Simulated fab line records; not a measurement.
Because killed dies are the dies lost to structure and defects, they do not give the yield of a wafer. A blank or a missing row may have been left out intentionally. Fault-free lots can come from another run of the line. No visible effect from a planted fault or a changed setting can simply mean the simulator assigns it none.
Which tool did it? || flow nandHarc || 33 wafers from 11 lots sampled at 7 of the route's 1302 steps

## WHAT THE GAUGES SHOWED, per wafer
NHARC_P_M0_CD_MEAS_09: target cd 90 nm. Usual: 90.1 nm for cdNm, sd 0.66.
{"lot": "L878", "measured": "day 6 05:41", "on": "cdSem-03", "cdNm (nm)": "89.2 90.4 89.8", "flag": ""}
{"lot": "L879", "measured": "day 6 18:11", "on": "cdSem-03", "cdNm (nm)": "90.2 89.7 89.4", "flag": ""}
{"lot": "L881", "measured": "day 7 07:44", "on": "cdSem-02", "cdNm (nm)": "91.2 89.9 90.4", "flag": ""}
{"lot": "L882", "measured": "day 7 21:49", "on": "cdSem-01", "cdNm (nm)": "90.4 90.3 90.4", "flag": ""}
{"lot": "L883", "measured": "day 8 02:37", "on": "cdSem-02", "cdNm (nm)": "100.9 101.2 99.9 100.7 101.2 99.8", "flag": "OFF"}
{"lot": "L891", "measured": "day 12 07:16", "on": "cdSem-02", "cdNm (nm)": "97.9 100.0 98.6 97.7 99.7 98.1", "flag": "OFF"}
{"lot": "L893", "measured": "day 12 15:57", "on": "cdSem-01", "cdNm (nm)": "90.0 91.0 91.1", "flag": ""}
{"lot": "L894", "measured": "day 12 21:15", "on": "cdSem-03", "cdNm (nm)": "90.7 90.6 90.7", "flag": ""}
{"lot": "L896", "measured": "day 13 14:49", "on": "cdSem-01", "cdNm (nm)": "89.8 89.4 89.6", "flag": ""}
{"lot": "L897", "measured": "day 14 00:35", "on": "cdSem-01", "cdNm (nm)": "90.0 90.5 90.0", "flag": ""}
{"lot": "L898", "measured": "day 14 12:52", "on": "cdSem-03", "cdNm (nm)": "89.4 89.8 89.3", "flag": ""}

NHARC_P_M0_INSPECT_11. Usual: 4.0 for rawDefectCount, sd 2.4.
{"lot": "L878", "measured": "day 6 05:49", "on": "defectInspect-02", "rawDefectCount": "10 6 4", "flag": ""}
{"lot": "L879", "measured": "day 6 18:18", "on": "defectInspect-01", "rawDefectCount": "4 3 2", "flag": ""}
{"lot": "L881", "measured": "day 7 07:52", "on": "defectInspect-02", "rawDefectCount": "5 3 3", "flag": ""}
{"lot": "L882", "measured": "day 7 21:56", "on": "defectInspect-01", "rawDefectCount": "4 7 5", "flag": ""}
{"lot": "L883", "measured": "day 8 09:18", "on": "defectInspect-02", "rawDefectCount": "2 2 7", "flag": ""}
{"lot": "L891", "measured": "day 12 11:32", "on": "defectInspect-02", "rawDefectCount": "4 2 0", "flag": ""}
{"lot": "L893", "measured": "day 12 16:04", "on": "defectInspect-01", "rawDefectCount": "4 4 1", "flag": ""}
{"lot": "L894", "measured": "day 12 21:23", "on": "defectInspect-01", "rawDefectCount": "5 5 7", "flag": ""}
{"lot": "L896", "measured": "day 13 14:57", "on": "defectInspect-01", "rawDefectCount": "4 8 4", "flag": ""}
{"lot": "L897", "measured": "day 14 00:43", "on": "defectInspect-02", "rawDefectCount": "8 1 3", "flag": ""}
{"lot": "L898", "measured": "day 14 12:59", "on": "defectInspect-01", "rawDefectCount": "1 7 4", "flag": ""}

NHARC_P_M0_CD_MEAS_16. Usual: 89.8 nm for cdNm, sd 0.87.
{"lot": "L878", "measured": "day 6 06:11", "on": "cdSem-01", "cdNm (nm)": "88.4 91.0 89.1", "flag": ""}
{"lot": "L879", "measured": "day 6 18:40", "on": "cdSem-02", "cdNm (nm)": "90.1 89.9 89.8", "flag": ""}
{"lot": "L881", "measured": "day 7 08:14", "on": "cdSem-01", "cdNm (nm)": "91.4 88.9 90.2", "flag": ""}
{"lot": "L882", "measured": "day 7 22:19", "on": "cdSem-02", "cdNm (nm)": "90.2 91.0 90.8", "flag": ""}
{"lot": "L883", "measured": "day 8 09:40", "on": "cdSem-03", "cdNm (nm)": "101.0 100.9 99.8 101.1 100.9 99.7", "flag": "OFF"}
{"lot": "L891", "measured": "day 12 11:56", "on": "cdSem-02", "cdNm (nm)": "97.3 98.5 97.0 97.7 98.5 97.5", "flag": "OFF"}
{"lot": "L893", "measured": "day 12 16:26", "on": "cdSem-01", "cdNm (nm)": "89.5 90.2 90.7", "flag": ""}
{"lot": "L894", "measured": "day 12 21:44", "on": "cdSem-03", "cdNm (nm)": "90.5 89.9 89.9", "flag": ""}
{"lot": "L896", "measured": "day 13 15:19", "on": "cdSem-01", "cdNm (nm)": "90.3 88.6 89.5", "flag": ""}
{"lot": "L897", "measured": "day 14 01:05", "on": "cdSem-01", "cdNm (nm)": "90.3 90.7 89.9", "flag": ""}
{"lot": "L898", "measured": "day 14 13:21", "on": "cdSem-02", "cdNm (nm)": "90.3 89.3 90.0", "flag": ""}

NHARC_END_SORT_01. Usual: defectLimitedYield 91.2 % (standard deviation 1.8); killedAtArray 55 (standard deviation 12); killedAtOther 1.0 (standard deviation 1.2); killedAtPeriphery 3.9 (standard deviation 2.6); killedDies 60 (standard deviation 12); killedOpen 3.3 (standard deviation 1.9); killedShort 2.5 (standard deviation 1.8).
{"lot": "L883", "measured": "day 26 03:53", "on": "prober-02", "defectLimitedYield (%)": "94.1 92.9", "killedAtArray": "37 41", "killedAtOther": "0 1", "killedAtPeriphery": "3 6", "killedDies": "40 48", "killedOpen": "5 5", "killedShort": "3 3", "flag": ""}
{"lot": "L891", "measured": "day 30 21:43", "on": "prober-02", "defectLimitedYield (%)": 92.2, "killedAtArray": 52, "killedAtOther": 0, "killedAtPeriphery": 1, "killedDies": 53, "killedOpen": 4, "killedShort": 1, "flag": ""}

## EACH LOT AND THE TOOL THAT RAN IT (in order: tool; ch and the chambers of the sampled wafers; start)
{"lot": "L878", "NHARC_P_CONTACT_ETCH_18": "rieDiel-08 ch 0,2, day 6 05:33 or earlier", "NHARC_P_M0_EXPOSE_06": "arfiScanner-03 ch 0, day 6 05:33", "NHARC_P_M0_DESCUM_14": "rieDiel-13 ch 2,3, day 6 05:53"}
{"lot": "L879", "NHARC_P_CONTACT_ETCH_18": "rieDiel-08 ch 2,3, day 6 18:02 or earlier", "NHARC_P_M0_EXPOSE_06": "arfiScanner-03 ch 0, day 6 18:02", "NHARC_P_M0_DESCUM_14": "rieDiel-13 ch 0,1,3, day 6 18:23"}
{"lot": "L881", "NHARC_P_CONTACT_ETCH_18": "rieDiel-05 ch 1,2,3, day 7 07:36 or earlier", "NHARC_P_M0_EXPOSE_06": "arfiScanner-03 ch 0, day 7 07:36", "NHARC_P_M0_DESCUM_14": "rieDiel-02 ch 1,2,3, day 7 07:56"}
{"lot": "L882", "NHARC_P_CONTACT_ETCH_18": "rieDiel-03 ch 1,2,3, day 7 21:41 or earlier", "NHARC_P_M0_EXPOSE_06": "arfiScanner-03 ch 0, day 7 21:41", "NHARC_P_M0_DESCUM_14": "rieDiel-10 ch 0,2,3, day 7 22:02"}
{"lot": "L883", "NHARC_P_CONTACT_ETCH_18": "rieDiel-08 ch 0,1, day 8 02:28 or earlier", "NHARC_P_M0_EXPOSE_06": "arfiScanner-03 ch 0, day 8 02:28", "NHARC_P_M0_DESCUM_14": "rieDiel-10 ch 0,1,2, day 8 09:23"}
{"lot": "L891", "NHARC_P_CONTACT_ETCH_18": "rieDiel-03 ch 0,3, day 12 07:08 or earlier", "NHARC_P_M0_EXPOSE_06": "arfiScanner-03 ch 0, day 12 07:08", "NHARC_P_M0_DESCUM_14": "rieDiel-13 ch 1,2,3, day 12 11:38"}
{"lot": "L893", "NHARC_P_CONTACT_ETCH_18": "rieDiel-05 ch 1,3, day 12 15:49 or earlier", "NHARC_P_M0_EXPOSE_06": "arfiScanner-02 ch 0, day 12 15:49", "NHARC_P_M0_DESCUM_14": "rieDiel-13 ch 0,1,2, day 12 16:09"}
{"lot": "L894", "NHARC_P_CONTACT_ETCH_18": "rieDiel-05 ch 0,1, day 12 21:07 or earlier", "NHARC_P_M0_EXPOSE_06": "arfiScanner-01 ch 0, day 12 21:07", "NHARC_P_M0_DESCUM_14": "rieDiel-13 ch 0,1,3, day 12 21:27"}
{"lot": "L896", "NHARC_P_CONTACT_ETCH_18": "rieDiel-03 ch 0,1,3, day 13 14:41 or earlier", "NHARC_P_M0_EXPOSE_06": "arfiScanner-01 ch 0, day 13 14:41", "NHARC_P_M0_DESCUM_14": "rieDiel-13 ch 0,1,3, day 13 15:01"}
{"lot": "L897", "NHARC_P_CONTACT_ETCH_18": "rieDiel-03 ch 1,2, day 14 00:26 or earlier", "NHARC_P_M0_EXPOSE_06": "arfiScanner-02 ch 0, day 14 00:26", "NHARC_P_M0_DESCUM_14": "rieDiel-02 ch 1,3, day 14 00:47"}
{"lot": "L898", "NHARC_P_CONTACT_ETCH_18": "rieDiel-08 ch 1,2,3, day 14 12:44 or earlier", "NHARC_P_M0_EXPOSE_06": "arfiScanner-01 ch 0, day 14 12:44", "NHARC_P_M0_DESCUM_14": "rieDiel-02 ch 0,3, day 14 13:03"}
- NHARC_P_CONTACT_ETCH_18: etches the open film in C4F8/O2/Ar, target depth 481 nm, time 240.5 s.
- NHARC_P_M0_EXPOSE_06: exposes mask P M0, target cd 90 nm.
- NHARC_P_M0_DESCUM_14: chemistry O2, time 3 s.

## WHAT THE TOOLS THEMSELVES READ (means of the sampled wafers that have a number; where no wafer has one, the mark that the record gives instead)
NHARC_P_CONTACT_ETCH_18. Usual: oesProductAu 0.963 a.u., standard deviation 0.021; rfVppV 980 V, standard deviation 5.4.
{"lot": "L878", "tool": "rieDiel-08", "oesProductAu (a.u.)": 0.936, "rfVppV (V)": 978, "flag": ""}
{"lot": "L879", "tool": "rieDiel-08", "oesProductAu (a.u.)": 0.981, "rfVppV (V)": 981, "flag": ""}
{"lot": "L881", "tool": "rieDiel-05", "oesProductAu (a.u.)": 0.967, "rfVppV (V)": 981, "flag": ""}
{"lot": "L882", "tool": "rieDiel-03", "oesProductAu (a.u.)": 0.934, "rfVppV (V)": 978, "flag": ""}
{"lot": "L883", "tool": "rieDiel-08", "oesProductAu (a.u.)": 0.987, "rfVppV (V)": 978, "flag": ""}
{"lot": "L891", "tool": "rieDiel-03", "oesProductAu (a.u.)": 0.929, "rfVppV (V)": 974, "flag": ""}
{"lot": "L893", "tool": "rieDiel-05", "oesProductAu (a.u.)": 0.950, "rfVppV (V)": 981, "flag": ""}
{"lot": "L894", "tool": "rieDiel-05", "oesProductAu (a.u.)": 0.962, "rfVppV (V)": 976, "flag": ""}
{"lot": "L896", "tool": "rieDiel-03", "oesProductAu (a.u.)": 0.965, "rfVppV (V)": 979, "flag": ""}
{"lot": "L897", "tool": "rieDiel-03", "oesProductAu (a.u.)": 0.965, "rfVppV (V)": 979, "flag": ""}
{"lot": "L898", "tool": "rieDiel-08", "oesProductAu (a.u.)": 0.983, "rfVppV (V)": 982, "flag": ""}

NHARC_P_M0_EXPOSE_06. Usual: 81.19 for exposureDoseMJCm2, sd 0.088.
{"lot": "L878", "tool": "arfiScanner-03", "exposureDoseMJCm2": 81.21, "flag": ""}
{"lot": "L879", "tool": "arfiScanner-03", "exposureDoseMJCm2": 81.17, "flag": ""}
{"lot": "L881", "tool": "arfiScanner-03", "exposureDoseMJCm2": 81.26, "flag": ""}
{"lot": "L882", "tool": "arfiScanner-03", "exposureDoseMJCm2": 81.30, "flag": ""}
{"lot": "L883", "tool": "arfiScanner-03", "exposureDoseMJCm2": 96.51, "flag": "OFF"}
{"lot": "L891", "tool": "arfiScanner-03", "exposureDoseMJCm2": 93.45, "flag": "OFF"}
{"lot": "L893", "tool": "arfiScanner-02", "exposureDoseMJCm2": 81.20, "flag": ""}
{"lot": "L894", "tool": "arfiScanner-01", "exposureDoseMJCm2": 81.19, "flag": ""}
{"lot": "L896", "tool": "arfiScanner-01", "exposureDoseMJCm2": 81.15, "flag": ""}
{"lot": "L897", "tool": "arfiScanner-02", "exposureDoseMJCm2": 81.22, "flag": ""}
{"lot": "L898", "tool": "arfiScanner-01", "exposureDoseMJCm2": 81.17, "flag": ""}

NHARC_P_M0_DESCUM_14. Usual: drypumpMotorCurrentA 5.6 A, standard deviation 0.54; oesProductAu 0.996 a.u., standard deviation 0.011; rfVppV 57.7 V, standard deviation 0.87; showerheadPlenumPTorr 1.91 Torr, standard deviation 0.1; throttleValvePct 11.309 %, standard deviation 0.009.
{"lot": "L878", "tool": "rieDiel-13", "drypumpMotorCurrentA (A)": 5.4, "oesProductAu (a.u.)": 1.004, "rfVppV (V)": 58.2, "showerheadPlenumPTorr (Torr)": 1.97, "throttleValvePct (%)": 11.309, "flag": ""}
{"lot": "L879", "tool": "rieDiel-13", "drypumpMotorCurrentA (A)": 5.2, "oesProductAu (a.u.)": 0.995, "rfVppV (V)": 58.2, "showerheadPlenumPTorr (Torr)": 1.85, "throttleValvePct (%)": 11.315, "flag": ""}
{"lot": "L881", "tool": "rieDiel-02", "drypumpMotorCurrentA (A)": 5.6, "oesProductAu (a.u.)": 1.008, "rfVppV (V)": 58.4, "showerheadPlenumPTorr (Torr)": 2.00, "throttleValvePct (%)": 11.308, "flag": ""}
{"lot": "L882", "tool": "rieDiel-10", "drypumpMotorCurrentA (A)": 5.8, "oesProductAu (a.u.)": 1.007, "rfVppV (V)": 57.4, "showerheadPlenumPTorr (Torr)": 1.94, "throttleValvePct (%)": 11.303, "flag": ""}
{"lot": "L883", "tool": "rieDiel-10", "drypumpMotorCurrentA (A)": 5.7, "oesProductAu (a.u.)": 1.005, "rfVppV (V)": 57.8, "showerheadPlenumPTorr (Torr)": 1.88, "throttleValvePct (%)": 11.305, "flag": ""}
{"lot": "L891", "tool": "rieDiel-13", "drypumpMotorCurrentA (A)": 5.4, "oesProductAu (a.u.)": 0.987, "rfVppV (V)": 57.7, "showerheadPlenumPTorr (Torr)": 1.93, "throttleValvePct (%)": 11.310, "flag": ""}
{"lot": "L893", "tool": "rieDiel-13", "drypumpMotorCurrentA (A)": 5.5, "oesProductAu (a.u.)": 0.991, "rfVppV (V)": 58.6, "showerheadPlenumPTorr (Torr)": 1.92, "throttleValvePct (%)": 11.304, "flag": ""}
{"lot": "L894", "tool": "rieDiel-13", "drypumpMotorCurrentA (A)": 5.2, "oesProductAu (a.u.)": 0.992, "rfVppV (V)": 58.3, "showerheadPlenumPTorr (Torr)": 1.85, "throttleValvePct (%)": 11.305, "flag": ""}
{"lot": "L896", "tool": "rieDiel-13", "drypumpMotorCurrentA (A)": 5.2, "oesProductAu (a.u.)": 0.985, "rfVppV (V)": 57.2, "showerheadPlenumPTorr (Torr)": 1.85, "throttleValvePct (%)": 11.323, "flag": ""}
{"lot": "L897", "tool": "rieDiel-02", "drypumpMotorCurrentA (A)": 5.3, "oesProductAu (a.u.)": 0.997, "rfVppV (V)": 58.6, "showerheadPlenumPTorr (Torr)": 2.00, "throttleValvePct (%)": 11.307, "flag": ""}
{"lot": "L898", "tool": "rieDiel-02", "drypumpMotorCurrentA (A)": 5.5, "oesProductAu (a.u.)": 1.002, "rfVppV (V)": 58.2, "showerheadPlenumPTorr (Torr)": 1.88, "throttleValvePct (%)": 11.319, "flag": ""}

## THE ANSWER, worked out from the rows above alone
Rule: a lot is off if the mean of its wafers that have a number lies more than 3 standard deviations from the usual mean. Also off: a lot with no number at a reading for which 4 or more lots have one. All remaining lots with rows at the step are treated as sound. First the gauges in route order, then the tools' own readings, where a lot's mean is used as printed above. The first step at which some lot is off is used, and at that step the reading that is off furthest; a lot without a number counts as furthest.
Off: L883, L891, at NHARC_P_M0_CD_MEAS_09 (cdNm).
If a tool, at a process step before that reading, ran all the lots that are off and no sound lot after the first of them, it fits. The gauges at NHARC_P_M0_CD_MEAS_09 aren't tried: what is off there is off at NHARC_P_M0_EXPOSE_06 too, on other tools, and a gauge's error can't cause that. NHARC_P_CONTACT_ETCH_18 gives no start for some lots, so the hours and the order of its lots are those of NHARC_P_M0_EXPOSE_06. One fits: NHARC_P_M0_EXPOSE_06 on arfiScanner-03. A fault onset in the window from L882 (day 7 21:41, its last sound lot) to L883 (day 8 02:28, its first lot off) fits.
The tool's own readings at NHARC_P_M0_EXPOSE_06 bear it out: on the lots that are off they differ by more than 5 times the standard deviation of the sound lots' means. exposureDoseMJCm2 reads 94.98 there against 81.21 on the sound lots.

## WHAT THE SIMULATOR PUT IN
Drift in process parameters on arfiScanner-03 at NHARC_P_M0_EXPOSE_06, starting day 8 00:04. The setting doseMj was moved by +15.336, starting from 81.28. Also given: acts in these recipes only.
Struck lots among those shown: L883, L891. The rule above found the same.
